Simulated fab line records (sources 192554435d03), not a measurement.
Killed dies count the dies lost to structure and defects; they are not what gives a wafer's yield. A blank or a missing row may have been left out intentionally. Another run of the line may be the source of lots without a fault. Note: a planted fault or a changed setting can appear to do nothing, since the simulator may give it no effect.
A lot that was struck, set against a sound lot / flow n5_finfet / 16 out of 1938 route steps
Sound: these wafers, L583.2, L583.3, L583.4. Struck: wafers L593.2, L593.3. The cause is given at the end.
At each step with rows: each side's tool, then ch and its chambers, then its first start. Under that, the readings that differ: sound wafers / struck wafers / difference of the means / sigmas: that difference in standard deviations of wafers without a fault.
alike: words and numbers the same on both sides, and readings whose means are apart by under 2 such deviations; not compared: readings that were withheld, readings missing a value for some wafer, numbers with overlapping values and no deviation given by the record, and bounds like >300 which may hide the same value.
Wherever a step has rows on one side only, a row that says differs or no value, or a row with sigmas, the two part there. Non-overlapping numbers with no deviation appear without sigmas and do not part them. Lack of a reading on every wafer of one side parts them only where that side has two or more wafers.

first, 8 steps without rows for these wafers: N5_FIN_SAQP_COAT_49 (time 60 s, resist thk 100 nm); N5_FIN_SAQP_COAT_50 (time 60 s, resist thk 35 nm); N5_FIN_SAQP_COAT_10 (resist thk 90 nm); N5_FIN_SAQP_EBR_12; N5_FIN_SAQP_SOFTBAKE_11 (time 60 s); N5_FIN_SAQP_EXPOSE_13 (exposes mask FIN CORE, target cd 35.6 nm); N5_FIN_SAQP_PEB_14 (peb time 60 s); N5_FIN_SAQP_DEVELOP_15 (develop time 30 s).
N5_FIN_SAQP_CD_MEAS_16 targets a cd of 35.6 nm.
  sound on cd_sem-02 ch 0, day 2 03:13; struck on cd_sem-03 ch 0, day 4 17:06
  alike: cd_nm
N5_FIN_SAQP_OVL_MEAS_17:
  sound on overlay-01 ch 0, day 2 03:15; struck on overlay-01 ch 0, day 4 17:08
  alike: FIN_CORE_OVL
N5_FIN_SAQP_INSPECT_18: inspects for defects (brightfield).
  sound: defect_inspect-02 at day 2 03:16; struck: defect_inspect-02 at day 4 17:10
  alike: raw_defect_count
N5_FIN_SAQP_DESCUM_21: chemistry O2, time 7.9 s.
  sound on rie_diel-01 ch 0,1, day 2 03:27; struck on rie_diel-04 ch 1,3, day 4 17:12
  alike: drypump_motor_current_A, oes_product_au, rf_vpp_V, showerhead_plenum_p_Torr, temp_c, throttle_valve_pct
  not compared: rf_hours_counter_h
N5_FIN_SAQP_ETCH_51: etches SiARC in CF4, target depth 45.5 nm, time 75.8 s.
  sound on rie_diel-01 ch 0,1, day 2 03:29; struck on rie_diel-04 ch 1,3, day 4 17:14
reading=etch_rf_on_time_s (s); sound=76.6 76.8 76.5; struck=52.7 53.6; difference=-23.5; sigmas=-17
reading=oes_product_au (a.u.); sound=0.59 0.60 0.60; struck=0.87 0.77; difference=+0.22; sigmas=+3
  alike: cf4_flow_sccm, drypump_motor_current_A, rf_vpp_V, showerhead_plenum_p_Torr, throttle_valve_pct
  not compared: rf_hours_counter_h
N5_FIN_SAQP_ETCH_52: etches SOC in N2/H2, target depth 100 nm, overetch 20 nm, time 150 s.
  sound on rie_diel-01 ch 0,1, day 2 03:32; struck on rie_diel-04 ch 1,3, day 4 17:17
  alike: drypump_motor_current_A, oes_product_au, rf_vpp_V, showerhead_plenum_p_Torr, temp_c, throttle_valve_pct
  not compared: rf_hours_counter_h
-- a jump in the record: the struck wafers' starts before and after are 8 days apart (it breaks off in module FIN_SAQP and resumes in module BEOL_M4, where the first step shown is number 1111 of the route) --
N5_BEOL_M4_RC_MEAS_101:
  sound on prober-01 ch 0, day 9 16:10; struck on prober-02 ch 0, day 12 23:10
  alike: DIBL_N, DIBL_P, IOFF_N, IOFF_P, ION_N, ION_P, SS_N, SS_P, VT_N, VT_P
-- here the record skips 5 days between the struck wafers' starts before and after, leaving off in module BEOL_M4 and picking up in module PASSIVATION (first step shown: number 1936 of the route) --
N5_PASSIVATION_PROBE_49:
  sound: prober-02 at day 14 02:41; struck: prober-01 at day 18 02:55
reading=sort_bin_5_function (%); sound=6.2 6.1 7.1; struck=5.9 2.8; difference=-2.1; sigmas=-2
  alike: defect_limited_yield, killed_at_M0_to_M3, killed_at_M4_up, killed_at_contacts, killed_at_front_end, killed_at_other, killed_dies, killed_open, killed_short, sort_bin_6_memory, sort_n_pass, sort_yield_pct

== WHERE THEY PART ==
At N5_FIN_SAQP_ETCH_51 first; at N5_PASSIVATION_PROBE_49 last (within this record only).

WHY: what had been put in by the simulator
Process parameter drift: rie_diel-04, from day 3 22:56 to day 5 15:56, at N5_FIN_SAQP_ETCH_51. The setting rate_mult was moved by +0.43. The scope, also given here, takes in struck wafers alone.
